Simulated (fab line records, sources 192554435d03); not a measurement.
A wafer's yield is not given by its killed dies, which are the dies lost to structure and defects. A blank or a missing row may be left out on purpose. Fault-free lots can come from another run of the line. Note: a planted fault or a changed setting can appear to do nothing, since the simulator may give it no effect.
Chamber matching ; flow n5Finfet ; 3 sister chambers for N5_BEOL_M0_SAQP_PECVD_04 on pecvd-02
The step deposits a-Si from SiH4/He, target thk 60 nm, time 60.2 s. 3 wafers are shown with their chamber, then 9 later ones without.

## EACH WAFER AND ITS CHAMBER
wafer;chamber;throttleValvePct (%)
L086.4;0;18.6
L087.3;2;18.3
L087.4;1;17.6

## WAFERS MISSING THEIR CHAMBER
wafer;throttleValvePct (%)
L089.2;18.3
L089.4;18.1
L089.5;18.0
L091.2;19.0
L091.4;18.0
L091.5;17.8
L096.2;18.7
L096.3;17.5
L096.5;17.0

## CHAMBER TAKEN BY EACH
wafer;from the rows above;in truth
L089.2;can't be placed: 2 or 0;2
L089.4;can't be placed: 2 or 0 or 1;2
L089.5;can't be placed: 2 or 1 or 0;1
L091.2;can't be placed: 0 or 2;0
L091.4;can't be placed: 2 or 1 or 0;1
L091.5;can't be placed: 1 or 2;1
L096.2;can't be placed: 0 or 2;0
L096.3;1;1
L096.5;1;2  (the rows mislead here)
1 of 9 placed correctly. Can't be placed from these rows: 7 (the true chamber is among the candidates in 7). 1 placed wrongly.
How it was worked out, from the rows above alone: a wafer's distance from a chamber is the root of the sum, over the readings, of the square of ((its reading less the chamber's mean) divided by the reading's scatter). The wafer belongs to the nearest chamber; if the next one is less than 2 further off, it can't be placed. Each chamber's mean is taken over the wafers shown for it. The scatter (one wafer shown for each chamber): square how far every hidden wafer sits from the nearest shown wafer, average those squares and take the square root.
